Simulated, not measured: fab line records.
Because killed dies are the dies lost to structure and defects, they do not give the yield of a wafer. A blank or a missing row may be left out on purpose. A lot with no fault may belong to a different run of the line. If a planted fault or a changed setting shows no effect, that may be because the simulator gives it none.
Struck lot and sound lot, side by side || flow n5Finfet || 23 steps out of a route of 1938
Sound: wafers L585.2, L585.5, L585.6. Struck: wafers L590.3, L590.5 (left out: L590.1, a lot-mate that was not struck); the cause follows at the end.
Per side, at each step with rows, come the tool, then ch with its chambers, and then its first start. Under that, the readings that differ: sound wafers || struck wafers || difference of the means || sigmas: that difference in standard deviations of wafers without a fault.
alike: same words and numbers on both sides, and readings whose means sit less than 2 such deviations apart. not compared: any withheld reading, any reading some wafer has no value for, any bound like >300 that may hide the same value, and any number with overlapping values for which the record gives no deviation.
Wherever a step has rows on one side only, a row that says differs or no value, or a row with sigmas, the two part there. Non-overlapping numbers with no deviation appear without sigmas and do not part them. Lack of a reading on every wafer of one side parts them only where that side has two or more wafers.

first, 1 step without rows for these wafers: N5_WELL_APT_HARDBAKE_12 (time 120 s).
N5_WELL_APT_CD_MEAS_08: the cd target is 200 nm.
  sound on cdSem-02 ch 0, day 2 07:46; struck on cdSem-02 ch 0, day 3 13:49
  alike: cdNm
N5_WELL_APT_OVL_MEAS_09:
  sound on overlay-01 ch 0, day 2 07:47; struck on overlay-02 ch 0, day 3 13:50
  alike: NWELL_OVL
N5_WELL_APT_INSPECT_10: inspects for defects (macro).
  sound on defectInspect-01 at day 2 07:49; struck on defectInspect-02 at day 3 13:52
{"reading": "rawDefectCount", "sound": "5 0 11", "struck": "2 1", "difference": -4, "sigmas": -2}
N5_WELL_APT_DESCUM_13: chemistry O2, time 7.9 s.
  sound on rieDiel-03 ch 1,2,3, day 2 07:58; struck on rieDiel-06 ch 1,2, day 3 13:54
  alike: drypumpMotorCurrentA, oesProductAu, rfVppV, showerheadPlenumPTorr, throttleValvePct
  not compared: rfHoursCounterH
then, 7 steps without rows for these wafers: N5_WELL_APT_IMPLANT_14; N5_WELL_APT_IMPLANT_15; N5_WELL_APT_STRIP_16 (strips in SPM, time 900 s); N5_WELL_APT_HMDS_18 (time 60 s); N5_WELL_APT_COAT_19 (resist thk 950 nm); N5_WELL_APT_EBR_21; N5_WELL_APT_SOFTBAKE_20 (time 60 s).
N5_WELL_APT_EXPOSE_22: exposes mask PWELL, defocus 0 nm, target cd 200 nm.
  sound on krfScanner-01 ch 0, day 2 08:50; struck on krfScanner-02 ch 0, day 3 15:08
{"reading": "reticleTempC (C)", "sound": "23.03 23.21 23.13", "struck": "22.88 22.90", "difference": -0.23, "sigmas": -2}
  alike: mask
then, 3 steps without rows for these wafers: N5_WELL_APT_PEB_23 (peb time 90 s); N5_WELL_APT_DEVELOP_24 (develop time 45 s); N5_WELL_APT_HARDBAKE_29 (time 120 s).
N5_WELL_APT_CD_MEAS_25: the cd target is 200 nm.
  sound on cdSem-02 ch 0, day 2 09:00; struck on cdSem-01 ch 0, day 3 15:18
{"reading": "cdNm (nm)", "sound": "202.1 203.7 201.0", "struck": "184.5 185.0", "difference": -17.5, "sigmas": -8}
N5_WELL_APT_OVL_MEAS_26:
  sound on overlay-01 ch 0, day 2 09:02; struck on overlay-02 ch 0, day 3 15:20
  alike: PWELL_OVL
N5_WELL_APT_INSPECT_27: inspects for defects (macro).
  sound on defectInspect-02 at day 2 09:04; struck on defectInspect-02 at day 3 15:22
  alike: rawDefectCount
N5_WELL_APT_DESCUM_30: chemistry O2, time 7.9 s.
  sound on rieDiel-06 ch 2,3, day 2 09:05; struck on rieDiel-01 ch 1,3, day 3 15:26
{"reading": "model.WELL_APT.cdNm (nm)", "sound": "202.4 203.3 200.9", "struck": "184.5 185", "difference": -17.5, "sigmas": ""}
  alike: drypumpMotorCurrentA, oesProductAu, rfVppV, showerheadPlenumPTorr, throttleValvePct
  not compared: rfHoursCounterH
following that, these wafers have no rows for 1 step: N5_WELL_APT_IMPLANT_31.
-- a jump in the record: the struck wafers' starts before and after are 6 days apart (it breaks off in module WELL_APT and resumes in module BEOL_M4, where the first step shown is number 1111 of the route) --
N5_BEOL_M4_RC_MEAS_101:
  sound on prober-01 ch 0, day 8 15:46; struck on prober-02 ch 0, day 9 19:45
  alike: DIBL_N, DIBL_P, IOFF_N, IOFF_P, ION_N, ION_P, SS_N, SS_P, VT_N, VT_P
-- a jump in the record: the struck wafers' starts before and after are 5 days apart (it breaks off in module BEOL_M4 and resumes in module PASSIVATION, where the first step shown is number 1936 of the route) --
N5_PASSIVATION_PROBE_49:
  sound on prober-02 at day 13 00:41; struck on prober-02 at day 14 13:26
{"reading": "killedAtContacts", "sound": "9 5 12", "struck": "26 18", "difference": "+13", "sigmas": "+2"}
{"reading": "sort_bin_4_leakage (%)", "sound": "1.10 0 0", "struck": "0 0", "difference": "+0", "sigmas": -3}
{"reading": "sort_bin_8_speed (%)", "sound": "0 0 0.17", "struck": "0 0", "difference": "+0", "sigmas": -3}
  alike: defectLimitedYield, killed_at_M0_to_M3, killed_at_M4_up, killedAtFrontEnd, killedAtOther, killedDies, killedOpen, killedShort, sort_bin_5_function, sort_bin_6_memory, sortNPass

== WHERE THEY PART ==
Earliest at N5_WELL_APT_INSPECT_10; latest, in this record, at N5_PASSIVATION_PROBE_49.

WHY: whatever the simulator had introduced
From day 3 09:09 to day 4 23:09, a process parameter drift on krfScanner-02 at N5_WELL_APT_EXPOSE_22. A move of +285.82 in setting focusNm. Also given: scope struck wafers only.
